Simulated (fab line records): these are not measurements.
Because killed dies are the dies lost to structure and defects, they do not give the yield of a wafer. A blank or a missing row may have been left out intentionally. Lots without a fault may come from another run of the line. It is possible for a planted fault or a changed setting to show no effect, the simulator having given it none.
Which of the tools did it? / flow nandHarc / 12 lots with 36 wafers sampled at 6 steps, on a route of 1159 steps

## WHAT THE GAUGES READ, wafer by wafer
NHARC_P_GATE_INSPECT_68. Usual: rawDefectCount at 211, with a standard deviation of 77.
lot=L303; measured=day 5 14:35; on=defectInspect-01; rawDefectCount=171 189 129; flag=
lot=L305; measured=day 5 21:10; on=defectInspect-01; rawDefectCount=156 172 141; flag=
lot=L309; measured=day 7 01:29; on=defectInspect-02; rawDefectCount=207 210 171; flag=
lot=L312; measured=day 7 13:16; on=defectInspect-01; rawDefectCount=220 254 995; flag=OFF
lot=L316; measured=day 8 20:41; on=defectInspect-01; rawDefectCount=108 139 107; flag=
lot=L318; measured=day 9 07:36; on=defectInspect-01; rawDefectCount=163 128 113; flag=
lot=L319; measured=day 9 14:59; on=defectInspect-01; rawDefectCount=186 269 346; flag=
lot=L321; measured=day 10 02:25; on=defectInspect-02; rawDefectCount=161 219 170; flag=
lot=L322; measured=day 10 01:11; on=defectInspect-01; rawDefectCount=351 187 288; flag=
lot=L323; measured=day 10 13:30; on=defectInspect-02; rawDefectCount=225 230 251; flag=
lot=L325; measured=day 11 04:43; on=defectInspect-02; rawDefectCount=175 192 151; flag=
lot=L326; measured=day 11 05:10; on=defectInspect-01; rawDefectCount=218 354 184; flag=

NHARC_END_SORT_01. Usual: killedAtArray 29, standard deviation 8.4; killedAtOther 0.7, standard deviation 1.2; killedAtPeriphery 3.8, standard deviation 2.1; killedDies 33, standard deviation 9; killedOpen 3.4, standard deviation 2; killedShort 2.1, standard deviation 1.4.
lot=L312; measured=day 22 00:01; on=prober-01; killedAtArray=27 29 27; killedAtOther=0 0 0; killedAtPeriphery=5 7 52; killedDies=32 36 79; killedOpen=1 4 4; killedShort=3 2 1; flag=OFF

## EACH LOT AND THE TOOL THAT RAN IT (in order: tool; ch and the chambers of the sampled wafers; start)
lot=L303; NHARC_P_GATE_ETCH_104=rieDiel-03 ch 1,2,3, day 4 19:58; NHARC_P_GATE_STRIP_76=plasmaAsher-02 ch 0,1, day 5 10:19; NHARC_P_GATE_RTA_64=rtpAnneal-02 ch 0, day 5 13:12; NHARC_P_CONTACT_DEP_30=pecvd-04 ch 1,2, day 5 14:41
lot=L305; NHARC_P_GATE_ETCH_104=rieDiel-06 ch 0,3, day 5 02:41; NHARC_P_GATE_STRIP_76=plasmaAsher-01 ch 0, day 5 17:10; NHARC_P_GATE_RTA_64=rtpAnneal-01 ch 0, day 5 19:55; NHARC_P_CONTACT_DEP_30=pecvd-01 ch 1,2, day 5 21:19
lot=L309; NHARC_P_GATE_ETCH_104=rieDiel-03 ch 0,1,3, day 6 07:11; NHARC_P_GATE_STRIP_76=plasmaAsher-01 ch 0,1, day 6 21:35; NHARC_P_GATE_RTA_64=rtpAnneal-02 ch 0, day 7 00:11; NHARC_P_CONTACT_DEP_30=pecvd-02 ch 1,2, day 7 01:34
lot=L312; NHARC_P_GATE_ETCH_104=rieDiel-12 ch 1,2,3, day 6 18:21; NHARC_P_GATE_STRIP_76=plasmaAsher-01 ch 0,1, day 7 09:05; NHARC_P_GATE_RTA_64=rtpAnneal-02 ch 0, day 7 12:01; NHARC_P_CONTACT_DEP_30=pecvd-04 ch 0,2, day 7 13:20
lot=L316; NHARC_P_GATE_ETCH_104=rieDiel-03 ch 0,2,3, day 8 01:35; NHARC_P_GATE_STRIP_76=plasmaAsher-01 ch 0,1, day 8 16:25; NHARC_P_GATE_RTA_64=rtpAnneal-01 ch 0, day 8 19:23; NHARC_P_CONTACT_DEP_30=pecvd-01 ch 0,1, day 8 20:45
lot=L318; NHARC_P_GATE_ETCH_104=rieDiel-03 ch 1,2, day 8 13:05; NHARC_P_GATE_STRIP_76=plasmaAsher-02 ch 0,1, day 9 03:36; NHARC_P_GATE_RTA_64=rtpAnneal-01 ch 0, day 9 06:24; NHARC_P_CONTACT_DEP_30=pecvd-01 ch 0,1,2, day 9 07:47
lot=L319; NHARC_P_GATE_ETCH_104=rieDiel-03 ch 1,2, day 8 20:00; NHARC_P_GATE_STRIP_76=plasmaAsher-01 ch 1, day 9 10:23; NHARC_P_GATE_RTA_64=rtpAnneal-01 ch 0, day 9 13:32; NHARC_P_CONTACT_DEP_30=pecvd-01 ch 0,2, day 9 15:42
lot=L321; NHARC_P_GATE_ETCH_104=rieDiel-03 ch 0,1,2, day 9 06:09; NHARC_P_GATE_STRIP_76=plasmaAsher-02 ch 0,1, day 9 22:28; NHARC_P_GATE_RTA_64=rtpAnneal-02 ch 0, day 10 01:10; NHARC_P_CONTACT_DEP_30=pecvd-01 ch 0,1,2, day 10 02:29
lot=L322; NHARC_P_GATE_ETCH_104=rieDiel-12 ch 0,1,3, day 9 06:46; NHARC_P_GATE_STRIP_76=plasmaAsher-01 ch 0,1, day 9 21:03; NHARC_P_GATE_RTA_64=rtpAnneal-02 ch 0, day 9 23:46; NHARC_P_CONTACT_DEP_30=pecvd-01 ch 0,1,2, day 10 01:15
lot=L323; NHARC_P_GATE_ETCH_104=rieDiel-03 ch 0,1,2, day 9 17:50; NHARC_P_GATE_STRIP_76=plasmaAsher-01 ch 0,1, day 10 09:05; NHARC_P_GATE_RTA_64=rtpAnneal-02 ch 0, day 10 12:17; NHARC_P_CONTACT_DEP_30=pecvd-04 ch 0,1,2, day 10 14:02
lot=L325; NHARC_P_GATE_ETCH_104=rieDiel-06 ch 0,3, day 10 10:24; NHARC_P_GATE_STRIP_76=plasmaAsher-02 ch 1, day 11 00:41; NHARC_P_GATE_RTA_64=rtpAnneal-02 ch 0, day 11 03:24; NHARC_P_CONTACT_DEP_30=pecvd-04 ch 0,2, day 11 04:49
lot=L326; NHARC_P_GATE_ETCH_104=rieDiel-03 ch 0,2,3, day 10 10:34; NHARC_P_GATE_STRIP_76=plasmaAsher-01 ch 0,1, day 11 00:56; NHARC_P_GATE_RTA_64=rtpAnneal-01 ch 0, day 11 03:53; NHARC_P_CONTACT_DEP_30=pecvd-02 ch 0,2, day 11 05:16
- NHARC_P_GATE_ETCH_104: etches the open film in CF4/CHF3, target depth 60 nm.
- NHARC_P_GATE_STRIP_76: strips in O2.
- NHARC_P_GATE_RTA_64: time 1 s.
- NHARC_P_CONTACT_DEP_30: deposits SiNx, target thk 30 nm.

## WHAT THE TOOLS THEMSELVES READ (means of the sampled wafers that have a number; where no wafer has one, the mark that the record gives instead)
NHARC_P_GATE_ETCH_104. Usual: drypumpMotorCurrentA 5.7 A, standard deviation 0.41; oesProductAu 0.946 a.u., standard deviation 0.021; rfVppV 370.2 V, standard deviation 2.2; showerheadPlenumPTorr 1.56 Torr, standard deviation 0.059; throttleValvePct 16.802 %, standard deviation 0.0086.
lot=L303; tool=rieDiel-03; drypumpMotorCurrentA (A)=5.5; oesProductAu (a.u.)=0.926; rfVppV (V)=368.7; showerheadPlenumPTorr (Torr)=1.53; throttleValvePct (%)=16.798; flag=
lot=L305; tool=rieDiel-06; drypumpMotorCurrentA (A)=5.5; oesProductAu (a.u.)=0.960; rfVppV (V)=370.8; showerheadPlenumPTorr (Torr)=1.59; throttleValvePct (%)=16.799; flag=
lot=L309; tool=rieDiel-03; drypumpMotorCurrentA (A)=5.9; oesProductAu (a.u.)=0.919; rfVppV (V)=369.1; showerheadPlenumPTorr (Torr)=1.54; throttleValvePct (%)=16.798; flag=
lot=L312; tool=rieDiel-12; drypumpMotorCurrentA (A)=5.4; oesProductAu (a.u.)=0.967; rfVppV (V)=370.9; showerheadPlenumPTorr (Torr)=1.59; throttleValvePct (%)=16.801; flag=
lot=L316; tool=rieDiel-03; drypumpMotorCurrentA (A)=5.7; oesProductAu (a.u.)=0.924; rfVppV (V)=368.0; showerheadPlenumPTorr (Torr)=1.50; throttleValvePct (%)=16.804; flag=
lot=L318; tool=rieDiel-03; drypumpMotorCurrentA (A)=5.6; oesProductAu (a.u.)=0.956; rfVppV (V)=370.4; showerheadPlenumPTorr (Torr)=1.57; throttleValvePct (%)=16.801; flag=
lot=L319; tool=rieDiel-03; drypumpMotorCurrentA (A)=5.6; oesProductAu (a.u.)=0.959; rfVppV (V)=370.5; showerheadPlenumPTorr (Torr)=1.57; throttleValvePct (%)=16.799; flag=
lot=L321; tool=rieDiel-03; drypumpMotorCurrentA (A)=5.7; oesProductAu (a.u.)=0.952; rfVppV (V)=369.9; showerheadPlenumPTorr (Torr)=1.55; throttleValvePct (%)=16.797; flag=
lot=L322; tool=rieDiel-12; drypumpMotorCurrentA (A)=5.5; oesProductAu (a.u.)=0.908; rfVppV (V)=370.6; showerheadPlenumPTorr (Torr)=1.58; throttleValvePct (%)=16.800; flag=
lot=L323; tool=rieDiel-03; drypumpMotorCurrentA (A)=5.7; oesProductAu (a.u.)=0.949; rfVppV (V)=371.2; showerheadPlenumPTorr (Torr)=1.55; throttleValvePct (%)=16.804; flag=
lot=L325; tool=rieDiel-06; drypumpMotorCurrentA (A)=5.8; oesProductAu (a.u.)=0.927; rfVppV (V)=371.9; showerheadPlenumPTorr (Torr)=1.61; throttleValvePct (%)=16.796; flag=
lot=L326; tool=rieDiel-03; drypumpMotorCurrentA (A)=5.8; oesProductAu (a.u.)=0.980; rfVppV (V)=368.0; showerheadPlenumPTorr (Torr)=1.50; throttleValvePct (%)=16.802; flag=

NHARC_P_GATE_STRIP_76. Usual: drypumpMotorCurrentA 5.8 A, standard deviation 0.58; heaterPowerW 327 W, standard deviation 17; tempC 250.00 C, standard deviation 0.17.
lot=L303; tool=plasmaAsher-02; drypumpMotorCurrentA (A)=5.6; heaterPowerW (W)=322; tempC (C)=249.80; flag=
lot=L305; tool=plasmaAsher-01; drypumpMotorCurrentA (A)=5.8; heaterPowerW (W)=349; tempC (C)=250.22; flag=
lot=L309; tool=plasmaAsher-01; drypumpMotorCurrentA (A)=5.9; heaterPowerW (W)=347; tempC (C)=250.04; flag=
lot=L312; tool=plasmaAsher-01; drypumpMotorCurrentA (A)=5.9; heaterPowerW (W)=340; tempC (C)=250.13; flag=
lot=L316; tool=plasmaAsher-01; drypumpMotorCurrentA (A)=5.9; heaterPowerW (W)=339; tempC (C)=250.00; flag=
lot=L318; tool=plasmaAsher-02; drypumpMotorCurrentA (A)=5.6; heaterPowerW (W)=304; tempC (C)=249.98; flag=
lot=L319; tool=plasmaAsher-01; drypumpMotorCurrentA (A)=5.9; heaterPowerW (W)=344; tempC (C)=250.03; flag=
lot=L321; tool=plasmaAsher-02; drypumpMotorCurrentA (A)=6.1; heaterPowerW (W)=302; tempC (C)=250.02; flag=
lot=L322; tool=plasmaAsher-01; drypumpMotorCurrentA (A)=5.8; heaterPowerW (W)=339; tempC (C)=250.15; flag=
lot=L323; tool=plasmaAsher-01; drypumpMotorCurrentA (A)=5.9; heaterPowerW (W)=341; tempC (C)=249.90; flag=
lot=L325; tool=plasmaAsher-02; drypumpMotorCurrentA (A)=6.6; heaterPowerW (W)=303; tempC (C)=249.78; flag=
lot=L326; tool=plasmaAsher-01; drypumpMotorCurrentA (A)=5.9; heaterPowerW (W)=347; tempC (C)=250.09; flag=

NHARC_P_GATE_RTA_64. Usual: lampPowerPct 31.7 %, standard deviation 1.7; lamp_zone_4_pct 31.7 %, standard deviation 1.7; wafer_temp_C_max 1054.6, standard deviation 0.94.
lot=L303; tool=rtpAnneal-02; lampPowerPct (%)=33.3; lamp_zone_4_pct (%)=33.4; wafer_temp_C_max=1053.9; flag=
lot=L305; tool=rtpAnneal-01; lampPowerPct (%)=30.0; lamp_zone_4_pct (%)=30.0; wafer_temp_C_max=1054.6; flag=
lot=L309; tool=rtpAnneal-02; lampPowerPct (%)=33.4; lamp_zone_4_pct (%)=33.4; wafer_temp_C_max=1054.9; flag=
lot=L312; tool=rtpAnneal-02; lampPowerPct (%)=33.3; lamp_zone_4_pct (%)=33.3; wafer_temp_C_max=1053.6; flag=
lot=L316; tool=rtpAnneal-01; lampPowerPct (%)=30.0; lamp_zone_4_pct (%)=29.9; wafer_temp_C_max=1054.7; flag=
lot=L318; tool=rtpAnneal-01; lampPowerPct (%)=30.0; lamp_zone_4_pct (%)=30.0; wafer_temp_C_max=1054.7; flag=
lot=L319; tool=rtpAnneal-01; lampPowerPct (%)=30.0; lamp_zone_4_pct (%)=30.0; wafer_temp_C_max=1054.9; flag=
lot=L321; tool=rtpAnneal-02; lampPowerPct (%)=33.3; lamp_zone_4_pct (%)=33.4; wafer_temp_C_max=1054.7; flag=
lot=L322; tool=rtpAnneal-02; lampPowerPct (%)=33.3; lamp_zone_4_pct (%)=33.3; wafer_temp_C_max=1055.4; flag=
lot=L323; tool=rtpAnneal-02; lampPowerPct (%)=33.4; lamp_zone_4_pct (%)=33.3; wafer_temp_C_max=1054.2; flag=
lot=L325; tool=rtpAnneal-02; lampPowerPct (%)=33.3; lamp_zone_4_pct (%)=33.3; wafer_temp_C_max=1054.6; flag=
lot=L326; tool=rtpAnneal-01; lampPowerPct (%)=29.9; lamp_zone_4_pct (%)=29.9; wafer_temp_C_max=1055.0; flag=

NHARC_P_CONTACT_DEP_30. Usual: heaterPowerW at 715 W, with a standard deviation of 76.
lot=L303; tool=pecvd-04; heaterPowerW (W)=773; flag=
lot=L305; tool=pecvd-01; heaterPowerW (W)=691; flag=
lot=L309; tool=pecvd-02; heaterPowerW (W)=717; flag=
lot=L312; tool=pecvd-04; heaterPowerW (W)=800; flag=
lot=L316; tool=pecvd-01; heaterPowerW (W)=686; flag=
lot=L318; tool=pecvd-01; heaterPowerW (W)=639; flag=
lot=L319; tool=pecvd-01; heaterPowerW (W)=633; flag=
lot=L321; tool=pecvd-01; heaterPowerW (W)=625; flag=
lot=L322; tool=pecvd-01; heaterPowerW (W)=680; flag=
lot=L323; tool=pecvd-04; heaterPowerW (W)=798; flag=
lot=L325; tool=pecvd-04; heaterPowerW (W)=794; flag=
lot=L326; tool=pecvd-02; heaterPowerW (W)=700; flag=

## THE ANSWER, worked out from the rows above alone
Rule: take the mean of a lot's wafers that have a number; if it is more than 3 standard deviations from the usual mean, the lot is off. Also off: a lot with no number at a reading for which 4 or more lots have one. Any other lot the step has rows for is counted as sound. The gauges are gone through in route order, then the tools' own readings, and for those a lot's mean is taken as printed above. The first step at which some lot is off is used, and at that step the reading that is off furthest; a lot without a number counts as furthest.
Off at NHARC_P_GATE_INSPECT_68 (rawDefectCount): L312.
If a tool, at a process step before that reading, ran all the lots that are off and no sound lot after the first of them, it fits. Not tried: the gauges at NHARC_P_GATE_INSPECT_68; whatever is off there is also off at NHARC_END_SORT_01, on other tools, and gauge error can't account for it. Of those tried, none fits.

## WHAT THE SIMULATOR HAD INSERTED
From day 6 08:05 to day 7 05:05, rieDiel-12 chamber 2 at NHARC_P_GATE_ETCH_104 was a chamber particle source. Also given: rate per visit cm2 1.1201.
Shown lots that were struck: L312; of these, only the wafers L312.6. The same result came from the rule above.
